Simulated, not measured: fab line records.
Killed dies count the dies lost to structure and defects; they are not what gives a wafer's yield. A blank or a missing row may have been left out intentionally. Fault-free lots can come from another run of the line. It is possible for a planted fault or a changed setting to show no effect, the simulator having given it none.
Comparing a struck lot with a sound one || flow nand_harc || 16 steps out of a route of 1302
Sound: the wafers L778.3, L778.5, L778.6. Wafers L781.2, L781.4, L781.6 were the ones struck. Last of all comes the cause.
At each step with rows: each side's tool, then ch and its chambers, then its first start. Under that, the readings that differ: sound wafers || struck wafers || difference of the means || sigmas: that difference in standard deviations of wafers without a fault.
alike: same words and numbers on both sides, and readings whose means sit less than 2 such deviations apart. not compared: any withheld reading, any reading some wafer has no value for, any bound like >300 that may hide the same value, and any number with overlapping values for which the record gives no deviation.
Wherever a step has rows on one side only, a row that says differs or no value, or a row with sigmas, the two part there. When numbers do not overlap yet have no deviation, they are printed without sigmas and do not part them. Lack of a reading on every wafer of one side parts them only where that side has two or more wafers.

first, 1 step without rows for these wafers: NHARC_P_M2_PRE_CLEAN_30 (time 30 s).
NHARC_P_M2_PVD_20: deposits TaN, target thk 5 nm, time 8.06 s.
  sound on pvd_sputter-03; struck on pvd_sputter-02
  alike: chamber_pressure_pa, throttle_valve_pct
NHARC_P_M2_PVD_21: deposits Cu, target thk 30 nm, time 20.49 s.
  sound on pvd_sputter-03; struck on pvd_sputter-02
  alike: chamber_pressure_pa, throttle_valve_pct
then, 1 step without rows for these wafers: NHARC_P_M2_ECD_22 (material Cu, target thk 400 nm).
NHARC_P_M2_ANNEAL_31: time 90 s.
  sound on rtp_anneal-02 ch 0, day 9 19:50; struck on rtp_anneal-01 ch 0, day 10 15:50
  alike: wafer_temp_C_max
then, 1 step without rows for these wafers: NHARC_P_M2_CMP_23 (polishes, t overpolish 20 s, target thk 144.3 nm).
NHARC_P_M2_THK_MEAS_24: measures by xrf.
  sound on film_metro-02, day 9 20:24; struck on film_metro-02, day 10 16:27
  alike: thk_nm
following that, these wafers have no rows for 1 step: NHARC_P_M2_SRD_25.
NHARC_P_M2_INSPECT_27:
  sound on defect_inspect-02, day 9 20:33; struck on defect_inspect-02, day 10 16:36
  alike: raw_defect_count
NHARC_P_M2_PRE_CLEAN_32: time 12 s.
  sound on pecvd-02 ch 0,1,2, day 9 20:38; struck on pecvd-04 ch 0,2, day 10 16:41
  alike: heater_power_w
  not compared: since_wet_clean_h
then, 1 step without rows for these wafers: NHARC_P_M2_DEP_33 (deposits SiCN, target thk 30 nm).
NHARC_P_BONDPAD_DEP_00: deposits SiCN, target thk 250 nm.
  sound on pecvd-03 ch 0,2, day 9 21:12; struck on pecvd-03 ch 0,1,2, day 10 17:48
  alike: heater_power_w
  not compared: since_wet_clean_h
NHARC_P_BONDPAD_CMP_32: polishes SiCN, target thk 200 nm.
  sound on cmp-01 ch 0,2,3, day 9 21:34; struck on cmp-01 ch 0,2, day 10 18:17
  alike: motor_current_A
NHARC_P_BONDPAD_THK_MEAS_33: measures by ellipsometry.
  sound on film_metro-01, day 9 21:46; struck on film_metro-01, day 10 18:41
  alike: thk_nm
following that, these wafers have no rows for 1 step: NHARC_P_BONDPAD_SRD_34.
-- jump in the record: it breaks off in module P_BONDPAD and resumes in module END (first step shown: number 1302 of the route), and 18 days separate the struck wafers' starts before and after --
NHARC_END_SORT_01:
  sound on prober-02 ch 0, day 28 05:13; struck on prober-02 ch 0, day 28 20:27
{"reading": "defect_limited_yield (%)", "sound": "94.8 94.8 95.7", "struck": "88.8 87.0 91.4", "difference": -6.0, "sigmas": -2}
{"reading": "killed_at_array", "sound": "25 28 24", "struck": "72 85 56", "difference": "+45", "sigmas": "+3"}
{"reading": "killed_dies", "sound": "35 35 29", "struck": "76 88 58", "difference": "+41", "sigmas": "+2"}
{"reading": "sort_bin_4_pct (%)", "sound": "3.7 3.5 3.1", "struck": "7.4 8.0 4.1", "difference": "+3.1", "sigmas": "+2"}
{"reading": "sort_n_pass", "sound": "642 642 648", "struck": "601 589 619", "difference": -41, "sigmas": -2}
{"reading": "sort_yield_pct (%)", "sound": "94.8 94.8 95.7", "struck": "88.8 87.0 91.4", "difference": -6.0, "sigmas": -2}
  alike: killed_at_other, killed_at_periphery, killed_open, killed_short, sort_bin_2_pct, sort_bin_3_pct, sort_rim_yield_pct

== WHERE THEY PART ==
At NHARC_END_SORT_01 and nowhere else, as far as this record goes.

WHY: the cause the simulator had injected
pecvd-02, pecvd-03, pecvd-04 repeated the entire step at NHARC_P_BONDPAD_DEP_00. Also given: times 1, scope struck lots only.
